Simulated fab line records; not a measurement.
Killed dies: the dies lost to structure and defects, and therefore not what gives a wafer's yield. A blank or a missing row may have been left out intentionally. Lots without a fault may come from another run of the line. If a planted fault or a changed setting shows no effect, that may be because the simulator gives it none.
A struck lot beside a sound one ; flow n5_finfet ; 37 out of 1938 route steps
Sound: wafers L533.2, L533.3, L533.6. Wafers struck: L546.2, L546.3, L546.4. The cause comes at the end.
Order at every step that has rows: each side's tool, ch and its chambers, its first start. Under that, the readings that differ: sound wafers ; struck wafers ; difference of the means ; sigmas: that difference in standard deviations of wafers without a fault.
alike: a reading whose means differ by less than 2 such deviations, as well as words and numbers matching on both sides. not compared: withheld readings; readings where some wafer has no value; bounds like >300 that might hide an equal value; numbers whose values overlap and for which the record gives no deviation.
The two part at a step that has a row with sigmas, a row that says differs or no value, or rows on one side only. Non-overlapping numbers with no deviation appear without sigmas and do not part them. A reading missing from all wafers of one side parts the sides only when that side holds two or more wafers.

first, 10 steps without rows for these wafers: N5_HKMG_FIN_CMP_94 (polishes, stops on SiNx, t overpolish 4.7 s, target thk 43.299 nm); N5_GATE_CUT_ETCHBACK_00 (etches W in SF6/Cl2); N5_GATE_CUT_ETCH_56 (etches TiN in Cl2/Ar, target depth 21.6 nm); N5_GATE_CUT_ETCHBACK_30 (etches TiN in Cl2/Ar, target depth 3 nm); N5_GATE_CUT_VAPOR_ETCH_60 (etches HfO2 in BCl3/Cl2); N5_GATE_CUT_ETCH_58 (etches SiNx in CH3F/O2, target depth 17 nm, time 128.6 s); N5_GATE_CUT_STRIP_59 (strips in N2/H2, time 20 s); N5_GATE_CUT_PRECLEAN_31 (cleans in DIW, time 300 s); N5_GATE_CUT_SRD_32 (time 30 s); N5_GATE_CUT_SAC_CAP_01 (material SiNx, target thk 24 nm, pulse time 1 s, ald cycles 480).
N5_GATE_CUT_PECVD_57: deposits SiNx from SiH4/NH3/N2, target thk 21 nm.
  sound on pecvd-04 ch 1,2, day 4 21:49; struck on pecvd-04 ch 0,1,2, day 8 07:26
  alike: heater_power_w, showerhead_plenum_p_Torr, showerhead_vpp_V, throttle_valve_pct
then, 25 steps without rows for these wafers: N5_GATE_CUT_CMP_02 (polishes, stops on SiO2, t overpolish 12.7 s, target thk 0 nm); N5_GATE_CUT_HM_DEP_46 (deposits SiO2 from TEOS/O2, target thk 130 nm, time 26.6 s); N5_GATE_CUT_COAT_34 (time 60 s, resist thk 60 nm); N5_GATE_CUT_COAT_35 (time 60 s, resist thk 10 nm); N5_GATE_CUT_COAT_27 (time 60 s, resist thk 10 nm); N5_GATE_CUT_COAT_07 (resist thk 30 nm); N5_GATE_CUT_EBR_09; N5_GATE_CUT_SOFTBAKE_08 (time 60 s); N5_GATE_CUT_EXPOSE_10 (exposes mask GATE CUT, target cd 20 nm); N5_GATE_CUT_PEB_11 (peb time 60 s); N5_GATE_CUT_DEVELOP_12 (develop time 30 s); N5_GATE_CUT_DESCUM_18 (chemistry O2, time 7 s); N5_GATE_CUT_ETCH_28 (etches underlayer in N2/H2, target depth 13 nm, time 10.4 s); N5_GATE_CUT_ETCH_36 (etches SiARC in CF4, target depth 13 nm, time 21.7 s); N5_GATE_CUT_ETCH_37 (etches SOC in N2/H2, target depth 60 nm, overetch 12 nm, time 90 s); N5_GATE_CUT_STRIP_38 (strips in N2/H2); N5_GATE_CUT_STRIP_39 (strips in N2/H2); N5_GATE_CUT_HM_OPEN_40 (chemistry C4F6/O2, target SiO2, target depth 139 nm, time 85.1 s); N5_GATE_CUT_STRIP_41 (strips in CF4); N5_GATE_CUT_STRIP_42 (strips in O2); N5_GATE_CUT_ETCH_19 (etches SiNx in CH3F/O2, target depth 53.7 nm, time 76.7 s); N5_GATE_CUT_CUT_ETCH_53 (etches W in SF6/Cl2, target depth 79.2 nm); N5_GATE_CUT_CUT_ETCH_54 (etches TiN in Cl2/BCl3, target depth 96.7 nm); N5_GATE_CUT_CUT_ETCH_55 (etches HfO2 in BCl3, target depth 3.2 nm); N5_GATE_CUT_ETCH_47 (etches SiO2 in Cl2/BCl3, target depth 10 nm).
-- the record jumps here: 8 days lie between the struck wafers' starts before and after (it left off in module GATE_CUT and takes up again in module PASSIVATION, whose first step shown is number 1936 of the route) --
N5_PASSIVATION_PROBE_49:
  the record has rows for the struck wafers here (prober-01, day 16 17:58) and none for the sound ones

WHERE THEY PART
Only at N5_PASSIVATION_PROBE_49, within this record.

WHY: what had been put in by the simulator
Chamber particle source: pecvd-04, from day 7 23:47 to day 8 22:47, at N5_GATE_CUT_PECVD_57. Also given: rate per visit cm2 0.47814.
